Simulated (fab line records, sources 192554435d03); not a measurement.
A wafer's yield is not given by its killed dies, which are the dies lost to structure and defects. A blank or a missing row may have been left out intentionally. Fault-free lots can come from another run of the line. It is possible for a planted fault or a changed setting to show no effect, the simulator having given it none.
fab line records | flow n5-finfet
record lots=7 | wafers=21
route steps=1938 shown BEOL_M2@890 BEOL_M3@959 BEOL_M4@1021 BEOL_M5@1157
start-h: the number of hours between the record's first day and the start of the first shown wafer of the lot | wait-h: time in hours since the lot's previous step | " the same as in the row above | L1.1+2: one row covering several wafers at once | - no value present, or no start provided | * or withheld: withheld | < > ~ a bound
route shown NAME@n: a module of which the file shows steps, and the number in the route of the first | usual: average and standard deviation across the fault-free wafers | same: alike in all rows | chamber/n: place in a boat | sites: per-site readings | _std_site: how widely they spread, as a standard deviation | _edge_site: inner sites' mean taken away from outer sites' mean | radius-mm: how far each site lies from the wafer's centre | mask NAME#n: copy n | behind: the tool/chamber that last shaped the wafer | hold: why the lot was held/for how many hours/how that ended | device: transistor that didn't switch, given as n, p or np | end of line: the route-end tests of the same wafers | a step with no rows: only its recipe | killed: dies lost to structure and defects at the first sort, not the wafer's yield | map: shows each die of a wafer: x if killed, . if not, _ if none is there
set.NAME: the setting that was run; set.NAME@STEP: the one run at that earlier step | model.NAME: the simulator's own value behind a step, which no gauge read
one table per step and one row per wafer, for lots whose settings were changed on purpose
## steps
# step N5_BEOL_M2_TRENCH_ETCH_37
# recipe chemistry=C4F6/O2 | target-depth-a=555.55 | target=SiOC | time-s=29.2 | ion-energy-ev=250 | pressure-mtorr=30 | source-w=355 | bias-w=185 | Ar_flow_sccm=300 | C4F6_flow_sccm=10 | O2_flow_sccm=10
lot.wafer | tool        | chamber | start-h | wait-h | set.time-s | model.etch.depth-nm | model.BEOL_M2.feature-depth-nm | model.TiN_of_BEOL_M2_HM_DEP_02.thk-nm
L074.1    | rie-diel-04 | 1       | -       | -      | 29.2       | 54.77               | 54.8                           | 17.4
L074.3    | "           | 0       | "       | "      | 32.95      | 61.66               | 61.6                           | 17.2
L074.4    | "           | 3       | "       | "      | 29.2       | 55.83               | 55.8                           | 17.4
L081.4    | rie-diel-04 | 0       | -       | -      | 27.36      | 51.85               | 51.8                           | 18
L081.5    | "           | 3       | "       | "      | 27.36      | 52.09               | 52                             | 18
L081.6    | "           | 0       | "       | "      | 27.36      | 51.17               | 51.2                           | 18
L084.1    | rie-diel-04 | 2       | -       | -      | 31.76      | 62.39               | 62.4                           | 17.6
L084.2    | "           | 1       | "       | "      | 31.76      | 59.95               | 60                             | 17.6
L084.6    | "           | 2       | "       | "      | 31.76      | 62.42               | 62.4                           | 17.4
L086.3    | rie-diel-02 | 3       | -       | -      | 29.2       | 56.52               | 56.6                           | 17.8
L086.4    | "           | 1       | "       | "      | 32.99      | 62.87               | 62.8                           | 17.4
L086.5    | "           | 2       | "       | "      | 32.99      | 63.6                | 63.6                           | 17.6
L089.2    | rie-diel-04 | 3       | -       | -      | 35.67      | 67.89               | 67.8                           | 17
L089.3    | "           | 1       | "       | "      | 29.2       | 54.43               | 54.4                           | 17.6
L089.6    | "           | 2       | "       | "      | 29.2       | 56.07               | 56                             | 18
L090.2    | rie-diel-04 | 3       | -       | -      | 29.2       | 54.96               | 55                             | 17.4
L090.3    | "           | 2       | "       | "      | 29.2       | 55.83               | 55.8                           | 17.4
L090.5    | "           | 0       | "       | "      | 29.2       | 54.42               | 54.4                           | 17.4
L091.3    | rie-diel-02 | 2       | -       | -      | 29.2       | 55.81               | 55.8                           | 17.6
L091.4    | "           | 3       | "       | "      | 35.26      | 67.04               | 67                             | 17
L091.6    | "           | 0       | "       | "      | 29.2       | 55.26               | 55.2                           | 17.6
# step N5_BEOL_M2_ETCH_41
# recipe chemistry=CH3F/O2 | target=SiCN | target-depth-a=299 | taper-deg=2 | time-s=52.5 | ion-energy-ev=120 | mask-material=TiN | pressure-mtorr=30 | source-w=395 | bias-w=75 | Ar_flow_sccm=150 | CH3F_flow_sccm=30 | O2_flow_sccm=20
# step N5_BEOL_M2_STRIP_97
# recipe chemistry=N2/H2 | time-s=10 | power-w=450 | temp-c=40 | pressure-mtorr=20 | rf-frequency-hz=6e+07 | bias-power-w=7 | n2-flow-sccm=200 | h2-flow-sccm=200
# step N5_BEOL_M2_OCD_MEAS_38
# usual trench-depth-nm=55.5/0.78
lot.wafer | tool   | chamber | start-h | wait-h | set.time-s@BEOL_M2_TRENCH_ETCH_37 | trench-depth-nm
L074.1    | ocd-02 | -       | 143.04  | -      | 29.2                              | 54.6
L074.3    | "      | -       | "       | "      | 32.95                             | 61.4
L074.4    | "      | -       | "       | "      | 29.2                              | 56.3
L081.4    | ocd-01 | -       | 187.19  | -      | 27.36                             | 51.9
L081.5    | "      | -       | "       | "      | 27.36                             | 52.4
L081.6    | "      | -       | "       | "      | 27.36                             | 51.2
L084.1    | ocd-01 | -       | 194.80  | -      | 31.76                             | 62.5
L084.2    | "      | -       | "       | "      | 31.76                             | 59.8
L084.6    | "      | -       | "       | "      | 31.76                             | 62.2
L086.3    | ocd-01 | -       | 213.45  | -      | 29.2                              | 56.4
L086.4    | "      | -       | "       | "      | 32.99                             | 62.6
L086.5    | "      | -       | "       | "      | 32.99                             | 63.5
L089.2    | ocd-01 | -       | 239.04  | -      | 35.67                             | 68.3
L089.3    | "      | -       | "       | "      | 29.2                              | 54.4
L089.6    | "      | -       | "       | "      | 29.2                              | 56.2
L090.2    | ocd-02 | -       | 242.54  | -      | 29.2                              | 55.0
L090.3    | "      | -       | "       | "      | 29.2                              | 55.9
L090.5    | "      | -       | "       | "      | 29.2                              | 54.4
L091.3    | ocd-02 | -       | 245.93  | -      | 29.2                              | 56.2
L091.4    | "      | -       | "       | "      | 35.26                             | 67.2
L091.6    | "      | -       | "       | "      | 29.2                              | 55.3
# step N5_BEOL_M2_HM_STRIP_39
# recipe chemistry=peroxide-tin-strip | material=TiN | target-depth-a=250 | temp-c=50 | time-s=158
# step N5_BEOL_M2_SRD_40
# recipe time-s=30 | temp-c=23 | rinse-liquid=diw | dry=ipa-marangoni
# step N5_BEOL_M2_ECD_50
# recipe material=Cu | target-thk-a=3000
# step N5_BEOL_M2_ANNEAL_51
# recipe temp-c=225 | time-s=90 | ambient=N2
# step N5_BEOL_M2_CMP_52
# recipe stop-on=SiOC | t-overpolish-s=6.8 | down-force-psi=1 | platen-rpm=50 | clearing-platen-down-force-psi=1.5 | clearing-platen-rpm=50 | post-cmp-clean=cu-alkaline | target-thk-nm=40 | clearing-platen-pad-velocity-m-s=0.99484 | pad-velocity-m-s=0.99484
lot.wafer | tool   | chamber | start-h | wait-h | set.time-s@BEOL_M2_TRENCH_ETCH_37 | model.Cu_of_BEOL_M2_ECD_50.thk-nm
L074.3    | cmp-03 | 1       | 147.34  | 0.3    | 32.95                             | 48
L074.4    | "      | 3       | "       | "      | 29.2                              | 42.8
L074.1    | "      | 0       | "       | "      | 29.2                              | 39
L081.4    | cmp-02 | 1       | 191.26  | 0.2    | 27.36                             | 37.6
L081.6    | "      | 2       | "       | "      | 27.36                             | 36.2
L081.5    | "      | 3       | "       | "      | 27.36                             | 36.4
L084.2    | cmp-03 | 2       | 198.21  | 0.2    | 31.76                             | 44.6
L084.1    | "      | 1       | "       | "      | 31.76                             | 48.6
L084.6    | "      | 2       | "       | "      | 31.76                             | 47.4
L086.4    | cmp-03 | 1       | 216.63  | 0.1    | 32.99                             | 49.6
L086.3    | "      | 2       | "       | "      | 29.2                              | 42
L086.5    | "      | 1       | "       | "      | 32.99                             | 51.2
L089.3    | cmp-02 | 0       | 242.17  | 0.2    | 29.2                              | 40.2
L089.2    | "      | 2       | "       | "      | 35.67                             | 52
L089.6    | "      | 0       | "       | "      | 29.2                              | 40.6
L090.3    | cmp-04 | 0       | 246.27  | 0.2    | 29.2                              | 39.6
L090.2    | "      | 1       | "       | "      | 29.2                              | 38.4
L090.5    | "      | 2       | "       | "      | 29.2                              | 38.2
L091.3    | cmp-04 | 2       | 249.49  | 0.2    | 29.2                              | 38
L091.4    | "      | 3       | "       | "      | 35.26                             | 50.8
L091.6    | "      | 1       | "       | "      | 29.2                              | 39
# step N5_BEOL_M2_THK_MEAS_53
# recipe thk-meas-gauge=xrf | reads=Cu_of_BEOL_M2_ECD_50
# usual M2_THK=40.7/1.5
lot.wafer | tool          | chamber | start-h | wait-h | set.time-s@BEOL_M2_TRENCH_ETCH_37 | M2_THK[nm]
L074.1    | film-metro-01 | -       | 147.64  | -      | 29.2                              | 39.5
L074.3    | "             | -       | "       | "      | 32.95                             | 48.7
L074.4    | "             | -       | "       | "      | 29.2                              | 43.4
L081.4    | film-metro-02 | -       | 191.44  | -      | 27.36                             | 37.8
L081.5    | "             | -       | "       | "      | 27.36                             | 36.5
L081.6    | "             | -       | "       | "      | 27.36                             | 36.5
L084.1    | film-metro-01 | -       | 198.50  | -      | 31.76                             | 49.4
L084.2    | "             | -       | "       | "      | 31.76                             | 45.0
L084.6    | "             | -       | "       | "      | 31.76                             | 48.2
L086.3    | film-metro-02 | -       | 216.93  | -      | 29.2                              | 42.4
L086.4    | "             | -       | "       | "      | 32.99                             | 50.1
L086.5    | "             | -       | "       | "      | 32.99                             | 52.2
L089.2    | film-metro-01 | -       | 242.46  | -      | 35.67                             | 52.7
L089.3    | "             | -       | "       | "      | 29.2                              | 40.9
L089.6    | "             | -       | "       | "      | 29.2                              | 41.2
L090.2    | film-metro-02 | -       | 246.49  | -      | 29.2                              | 38.8
L090.3    | "             | -       | "       | "      | 29.2                              | 39.8
L090.5    | "             | -       | "       | "      | 29.2                              | 38.3
L091.3    | film-metro-02 | -       | 249.71  | -      | 29.2                              | 38.1
L091.4    | "             | -       | "       | "      | 35.26                             | 50.9
L091.6    | "             | -       | "       | "      | 29.2                              | 39.0
# step N5_BEOL_M2_PRE_CLEAN_60
# recipe gas=NH3/H2 | time-s=15 | temp-c=* | rf-power-w=300
# step N5_BEOL_M2_CO_CAP_55
# recipe material=Co | target-thk-a=20 | temp-c=200 | precursor=CCTBA/H2 | pressure-torr=30 | time-s=102.1
# step N5_BEOL_M2_PRE_CLEAN_56
# recipe gas=NH3 | time-s=15 | temp-c=withheld | rf-power-w=300
# step N5_BEOL_M2_DEP_57
# recipe material=SiCN | target-thk-a=80 | temp-c=withheld | precursor=3MS/NH3 | pressure-torr=3 | rf-w=202 | time-s=14
# step N5_BEOL_M2_RS_MEAS_58
# recipe thk-meas-gauge=four-point-probe | reads=Co_of_BEOL_M2_CO_CAP_55+Cu_of_BEOL_M2_ECD_50+Co_of_BEOL_M2_CVD_47+TaN_of_BEOL_M2_ALD_84
# usual M2_RS=0.66/0.032
lot.wafer | tool          | chamber | start-h | wait-h | set.time-s@BEOL_M2_TRENCH_ETCH_37 | M2_RS[ohm/sq]
L074.1    | film-metro-01 | -       | 147.94  | 0.1    | 29.2                              | 0.69
L074.3    | "             | -       | "       | "      | 32.95                             | 0.53
L074.4    | "             | -       | "       | "      | 29.2                              | 0.61
L081.4    | film-metro-02 | -       | 191.70  | 0.0    | 27.36                             | 0.72
L081.5    | "             | -       | "       | "      | 27.36                             | 0.76
L081.6    | "             | -       | "       | "      | 27.36                             | 0.76
L084.1    | film-metro-01 | -       | 198.76  | 0.0    | 31.76                             | 0.52
L084.2    | "             | -       | "       | "      | 31.76                             | 0.58
L084.6    | "             | -       | "       | "      | 31.76                             | 0.54
L086.3    | film-metro-01 | -       | 217.19  | 0.1    | 29.2                              | 0.63
L086.4    | "             | -       | "       | "      | 32.99                             | 0.51
L086.5    | "             | -       | "       | "      | 32.99                             | 0.49
L089.2    | film-metro-01 | -       | 242.72  | 0.1    | 35.67                             | 0.48
L089.3    | "             | -       | "       | "      | 29.2                              | 0.66
L089.6    | "             | -       | "       | "      | 29.2                              | 0.66
L090.2    | film-metro-02 | -       | 246.75  | 0.1    | 29.2                              | 0.71
L090.3    | "             | -       | "       | "      | 29.2                              | 0.68
L090.5    | "             | -       | "       | "      | 29.2                              | 0.71
L091.3    | film-metro-01 | -       | 249.97  | 0.1    | 29.2                              | 0.71
L091.4    | "             | -       | "       | "      | 35.26                             | 0.49
L091.6    | "             | -       | "       | "      | 29.2                              | 0.69
# step N5_BEOL_M3_COAT_76
# recipe resist=underlayer | temp-c=205 | time-s=60 | spin-rpm=1500 | resist-thk-nm=5
lot.wafer  | tool           | chamber | start-h | wait-h | set.spin-rpm
L074.1+3   | litho-track-04 | 0       | -       | -      | 1445
L074.4     | "              | 0       | "       | "      | 1500
L081.4+5+6 | litho-track-04 | 0       | -       | -      | 1500
L084.1+6   | litho-track-05 | 0       | -       | -      | 1500
L084.2     | "              | 0       | "       | "      | 1544
L086.3+4+5 | litho-track-04 | 0       | -       | -      | 1500
L089.2     | litho-track-05 | 0       | -       | -      | 1634
L089.3+6   | "              | 0       | "       | "      | 1500
L090.2+3+5 | litho-track-01 | 0       | -       | -      | 1500
L091.3+4+6 | litho-track-05 | 0       | -       | -      | 1500
# step N5_BEOL_M3_EXPOSE_25
# recipe mask-id=V2 | na=0.33 | source-shape=quasar | sigma-inner=0.2 | sigma-outer=0.8 | polarization=unpolarized | defocus-nm=5 | dose-mj=63
lot.wafer  | tool           | chamber | start-h | wait-h | mask | set.dose-mj
L074.1+3+4 | euv-scanner-01 | 0       | 149.95  | -      | V2#0 | 63
L081.4+6   | euv-scanner-01 | 0       | 195.58  | -      | V2#0 | 63
L081.5     | "              | 0       | "       | "      | V2#0 | 60.5
L084.1     | euv-scanner-02 | 0       | 201.94  | -      | V2#0 | 66.12
L084.2+6   | "              | 0       | "       | "      | V2#0 | 63
L086.3+5   | euv-scanner-02 | 0       | 218.70  | -      | V2#0 | 63
L086.4     | "              | 0       | "       | "      | V2#0 | 65.77
L089.2+3   | euv-scanner-01 | 0       | 244.54  | -      | V2#0 | 63
L089.6     | "              | 0       | "       | "      | V2#0 | 64.61
L090.2+3+5 | euv-scanner-02 | 0       | 250.47  | -      | V2#0 | 63
L091.3+4+6 | euv-scanner-02 | 0       | 252.60  | -      | V2#0 | 64.93
# step N5_BEOL_M3_PEB_26
# recipe peb-temp-c=100 | peb-time-s=60 | resist=CAR-EUV
# step N5_BEOL_M3_DEVELOP_27
# recipe develop-time-s=30 | developer=TMAH | resist=CAR-EUV | rinse-liquid=surfactant-rinse | dry=air-spin | dev-temp-c=23
# step N5_BEOL_M3_DESCUM_33
# recipe chemistry=O2 | time-s=7 | source-power-w=50 | bias-power-w=20 | pressure-mtorr=20 | rf-frequency-hz=2.712e+07 | temp-c=40 | resist=CAR-EUV | o2-flow-sccm=225
# step N5_BEOL_M3_ETCH_77
# recipe chemistry=N2/H2 | target=underlayer | target-depth-a=65 | mask-material=CAR-EUV | time-s=5.2 | ion-energy-ev=200 | pressure-mtorr=30 | source-w=840 | bias-w=150 | n2-flow-sccm=200 | h2-flow-sccm=200 | ends=cleared
lot.wafer | tool        | chamber | start-h | wait-h | set.spin-rpm@BEOL_M3_COAT_76 | model.etch.depth-nm
L074.1    | rie-diel-06 | 2       | 150.25  | 0.0    | 1445                         | 5.104
L074.3    | "           | 3       | "       | "      | 1445                         | 5.127
L074.4    | "           | 0       | "       | "      | 1500                         | 5.017
L081.4    | rie-diel-05 | 3       | 196.03  | 0.0    | 1500                         | 5
L081.5    | "           | 2       | "       | "      | 1500                         | 5.01
L081.6    | "           | 1       | "       | "      | 1500                         | 5.001
L084.1    | rie-diel-03 | 0       | 202.24  | 0.0    | 1500                         | 4.971
L084.2    | "           | 1       | "       | "      | 1544                         | 4.914
L084.6    | "           | 1       | "       | "      | 1500                         | 4.985
L086.3    | rie-diel-05 | 2       | 218.98  | 0.0    | 1500                         | 5.022
L086.4    | "           | 0       | "       | "      | 1500                         | 5.02
L086.5    | "           | 1       | "       | "      | 1500                         | 5.008
L089.2    | rie-diel-05 | 2       | 244.83  | 0.0    | 1634                         | 4.785
L089.3    | "           | 1       | "       | "      | 1500                         | 4.988
L089.6    | "           | 3       | "       | "      | 1500                         | 4.978
L090.2    | rie-diel-05 | 1       | 250.76  | 0.0    | 1500                         | 5.004
L090.3    | "           | 0       | "       | "      | 1500                         | 4.993
L090.5    | "           | 1       | "       | "      | 1500                         | 4.991
L091.3    | rie-diel-03 | 3       | 252.91  | 0.0    | 1500                         | 5
L091.4    | "           | 3       | "       | "      | 1500                         | 5.007
L091.6    | "           | 1       | "       | "      | 1500                         | 5.005
# step N5_BEOL_M4_ILD_DEP_00
# recipe material=SiOC | target-thk-a=790 | temp-c=350 | precursor=DEMS/O2 | pressure-torr=5 | rf-w=500 | time-s=15.3
lot.wafer | tool     | chamber | start-h | wait-h | set.time-s | model.SiOC_of_BEOL_M4_ILD_DEP_00.thk-nm
L074.1    | pecvd-04 | 0       | 161.14  | 0.0    | 13.85      | 71
L074.3    | "        | 2       | "       | "      | 15.3       | 78.4
L074.4    | "        | 2       | "       | "      | 15.3       | 79.6
L081.4    | pecvd-04 | 1       | 206.43  | 0.1    | 16.7       | 86
L081.5+6  | "        | 1,0     | "       | "      | 15.3       | 79.2
L084.1    | pecvd-01 | 2       | 210.54  | 0.0    | 15.3       | 78.6
L084.2    | "        | 0       | "       | "      | 15.3       | 77.6
L084.6    | "        | 2       | "       | "      | 15.9       | 84.6
L086.3+5  | pecvd-01 | 0       | 232.73  | 0.1    | 15.3       | 79.2
L086.4    | "        | 1       | "       | "      | 15.3       | 78.8
L089.2    | pecvd-01 | 1       | 250.58  | 0.0    | 15.3       | 77.6
L089.3    | "        | 0       | "       | "      | 15.3       | 77.2
L089.6    | "        | 2       | "       | "      | 15.3       | 77.8
L090.2    | pecvd-04 | 0       | 256.11  | 0.0    | 15.3       | 79
L090.3+5  | "        | 2,0     | "       | "      | 15.3       | 79.8
L091.3    | pecvd-01 | 2       | 263.36  | 0.0    | 15.3       | 76.4
L091.4    | "        | 1       | "       | "      | 14.44      | 73
L091.6    | "        | 2       | "       | "      | 14.44      | 74.6
# step N5_BEOL_M4_THK_MEAS_01
# recipe reads=SiOC_of_BEOL_M4_ILD_DEP_00
# usual M4_ILD_THK=78.7/1.1
lot.wafer | tool          | chamber | start-h | wait-h | set.time-s@BEOL_M4_ILD_DEP_00 | M4_ILD_THK[nm]
L074.1    | film-metro-02 | -       | 161.21  | 0.0    | 13.85                         | 71.1
L074.3    | "             | -       | "       | "      | 15.3                          | 78.4
L074.4    | "             | -       | "       | "      | 15.3                          | 79.5
L081.4    | film-metro-01 | -       | 206.50  | 0.1    | 16.7                          | 86.0
L081.5    | "             | -       | "       | "      | 15.3                          | 79.2
L081.6    | "             | -       | "       | "      | 15.3                          | 79.1
L084.1    | film-metro-01 | -       | 210.61  | 0.0    | 15.3                          | 78.6
L084.2    | "             | -       | "       | "      | 15.3                          | 77.6
L084.6    | "             | -       | "       | "      | 15.9                          | 84.6
L086.3    | film-metro-02 | -       | 232.79  | 0.1    | 15.3                          | 79.2
L086.4    | "             | -       | "       | "      | 15.3                          | 78.8
L086.5    | "             | -       | "       | "      | 15.3                          | 79.2
L089.2    | film-metro-01 | -       | 250.64  | 0.1    | 15.3                          | 77.5
L089.3    | "             | -       | "       | "      | 15.3                          | 77.2
L089.6    | "             | -       | "       | "      | 15.3                          | 77.8
L090.2    | film-metro-01 | -       | 256.18  | 0.1    | 15.3                          | 79.1
L090.3    | "             | -       | "       | "      | 15.3                          | 79.7
L090.5    | "             | -       | "       | "      | 15.3                          | 79.9
L091.3    | film-metro-02 | -       | 263.43  | 0.1    | 15.3                          | 76.3
L091.4    | "             | -       | "       | "      | 14.44                         | 73.0
L091.6    | "             | -       | "       | "      | 14.44                         | 74.5
# step N5_BEOL_M5_VIA_ETCH_34
# recipe chemistry=C4F6/O2 | target=SiCOH_lowk | target-depth-a=883 | mask-material=SOC | taper-deg=4 | time-s=39.2 | ion-energy-ev=250 | pressure-mtorr=30 | source-w=345 | bias-w=185 | Ar_flow_sccm=300 | C4F6_flow_sccm=10 | O2_flow_sccm=10
# usual rf-vpp-V=668/8.9
lot.wafer | tool        | chamber | start-h | wait-h | set.bias-w | rf-vpp-V
L074.1    | rie-diel-03 | 0       | 187.31  | 0.0    | 185        | 668
L074.3    | "           | 3       | "       | "      | 185        | 690
L074.4    | "           | 1       | "       | "      | 185        | 667
L081.4    | rie-diel-06 | 1       | 228.70  | 0.0    | 185        | 662
L081.5    | "           | 0       | "       | "      | 170        | 632
L081.6    | "           | 1       | "       | "      | 170        | 621
L084.1    | rie-diel-05 | 0       | 230.11  | 0.0    | 185        | 658
L084.2    | "           | 1       | "       | "      | 185        | 667
L084.6    | "           | 0       | "       | "      | 202        | 705
L086.3    | rie-diel-05 | 2       | 251.47  | 0.0    | 159.5      | 582
L086.4    | "           | 1       | "       | "      | 185        | 665
L086.5    | "           | 0       | "       | "      | 159.5      | 585
L089.2    | rie-diel-05 | 3       | 267.10  | 0.0    | 154.1      | 580
L089.3    | "           | 2       | "       | "      | 185        | 654
L089.6    | "           | 2       | "       | "      | 185        | 654
L090.2    | rie-diel-03 | 0       | 274.93  | 0.0    | 185        | 668
L090.3    | "           | 3       | "       | "      | 185        | 690
L090.5    | "           | 2       | "       | "      | 185        | 662
L091.3    | rie-diel-05 | 3       | 277.53  | 0.0    | 185        | 671
L091.4    | "           | 1       | "       | "      | 185        | 666
L091.6    | "           | 2       | "       | "      | 185        | 655
## key
split step=N5_BEOL_M2_TRENCH_ETCH_37 | setting=time-s | stated=29.2 | by=wafer
response step=N5_BEOL_M2_TRENCH_ETCH_37 | reading=model.etch.depth-nm | change=+0.548 | per=1% | r=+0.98
response step=N5_BEOL_M2_TRENCH_ETCH_37 | reading=model.BEOL_M2.feature-depth-nm | change=+0.545 | per=1% | r=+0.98
response step=N5_BEOL_M2_TRENCH_ETCH_37 | reading=model.TiN_of_BEOL_M2_HM_DEP_02.thk-nm | change=-0.0292 | per=1% | r=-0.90
response step=N5_BEOL_M2_OCD_MEAS_38 | reading=trench-depth-nm | change=+0.547 | per=1% | r=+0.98
response step=N5_BEOL_M2_CMP_52 | reading=model.Cu_of_BEOL_M2_ECD_50.thk-nm | change=+0.568 | per=1% | r=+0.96
response step=N5_BEOL_M2_THK_MEAS_53 | reading=M2_THK | change=+0.575 | per=1% | r=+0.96
response step=N5_BEOL_M2_RS_MEAS_58 | reading=M2_RS | change=-0.00919 | per=1% | r=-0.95
split step=N5_BEOL_M3_COAT_76 | setting=spin-rpm | stated=1500 | by=wafer
response step=N5_BEOL_M3_ETCH_77 | reading=model.etch.depth-nm | change=-0.0228 | per=1% | r=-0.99
split step=N5_BEOL_M3_EXPOSE_25 | setting=dose-mj | stated=63 | by=wafer
response none clear
split step=N5_BEOL_M4_ILD_DEP_00 | setting=time-s | stated=15.3 | by=wafer
response step=N5_BEOL_M4_ILD_DEP_00 | reading=model.SiOC_of_BEOL_M4_ILD_DEP_00.thk-nm | change=+0.808 | per=1% | r=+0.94
response step=N5_BEOL_M4_THK_MEAS_01 | reading=M4_ILD_THK | change=+0.801 | per=1% | r=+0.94
split step=N5_BEOL_M5_VIA_ETCH_34 | setting=bias-w | stated=185 | by=wafer
response step=N5_BEOL_M5_VIA_ETCH_34 | reading=rf-vpp-V | change=+4.92 | per=1% | r=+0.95
